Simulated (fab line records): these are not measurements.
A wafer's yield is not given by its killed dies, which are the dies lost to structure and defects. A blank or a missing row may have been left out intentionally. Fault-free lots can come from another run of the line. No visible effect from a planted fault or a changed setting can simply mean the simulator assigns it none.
A single fault, viewed from 2 desks ; flow n5Finfet ; numbers are kept per desk, each desk with only its own; the story behind them comes last

== DESK OF THE TOOL OWNER: lithoTrack-03 ==
The tool's own readings at N5_DUMMY_GATE_COAT_34 (time 60 s, resist thk 60 nm): means of the sampled wafers that have a number, for each lot that ran on this tool. A lot is out of limits, marked OUT, if its mean lies more than 4 standard deviations from the usual mean; the brackets give that distance.
Columns: A = spinSpeedRpm at N5_DUMMY_GATE_COAT_34, usual 1499.8 rpm
lot;first seen here;A
L154;day 3 01:13;1499.9
L155;day 3 05:23;1499.3
L158;day 3 21:56;1500.0
L166;day 5 23:44;1548.2 (+44) OUT
L167;day 6 03:14;1546.1 (+42) OUT
This desk finds L166, L167 out of limits, L166 being first, at day 5 23:44 (spinSpeedRpm at N5_DUMMY_GATE_COAT_34). In limits: L154, L155, L158.

== METROLOGY DESK ==
Means of the sampled wafers that have a number, per lot and without regard to the tool the lot ran on: this is what the gauges read. A lot is out of limits, marked OUT, if its mean lies more than 4 standard deviations from the usual mean; the brackets give that distance. It has 10 readings; the 7 that lie furthest out on some lot are the ones shown.
Columns: A = DIBL_P at N5_BEOL_M4_RC_MEAS_101, usual 35.9 mV/V; B = IOFF_N at N5_BEOL_M4_RC_MEAS_101, usual 0.149 nA/um; C = IOFF_P at N5_BEOL_M4_RC_MEAS_101, usual 0.205 nA/um; D = ION_N at N5_BEOL_M4_RC_MEAS_101, usual 671 uA/um; E = SS_N at N5_BEOL_M4_RC_MEAS_101, usual 71.4 mV/dec; F = SS_P at N5_BEOL_M4_RC_MEAS_101, usual 73.2 mV/dec; G = VT_P at N5_BEOL_M4_RC_MEAS_101, usual -250.1 mV
lot;first seen here;A;B;C;D;E;F;G
L154;day 9 12:38;37.5;0.169;0.198;682;71.7;73.5;-252.2
L155;day 9 16:29;36.0;0.160;0.233;673;71.8;73.2;-247.3
L158;day 11 03:07;36.4;0.127;0.191;656;71.4;73.0;-252.3
L162;day 12 03:43;35.5;0.144;0.192;669;71.5;72.8;-250.8
L166;day 12 05:19;32.9;0.118;0.186;654;70.6;71.8;-250.8
L167;day 12 20:46;34.5;0.119;0.169;661;71.2;73.2;-253.8
L171;day 13 09:41;37.5;0.156;0.203;673;71.3;73.5;-250.5
L175;day 15 04:07;36.1;0.146;0.205;672;71.5;73.3;-251.1
L177;day 16 00:40;34.8;0.153;0.227;672;71.2;73.9;-247.3
Finding of this desk: none of the 9 lots has anything out of limits.

== PUT TOGETHER ==
On L166, L167, at day 5 23:44, an alarm was possible from the tool owner's desk.
Metrology desk: nothing out of limits seen.
The metrology desk has L166, L167 on record, within its limits.
The lots listed all ran N5_DUMMY_GATE_COAT_34 on lithoTrack-03.

== WHAT THE SIMULATOR HAD INSERTED ==
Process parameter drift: lithoTrack-03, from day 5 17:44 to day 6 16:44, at N5_DUMMY_GATE_COAT_34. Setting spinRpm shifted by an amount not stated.
Lots struck among those shown: L166, L167.
Delay in hours, fault start to first out-of-limits reading, by desk: the tool owner's desk at 6.
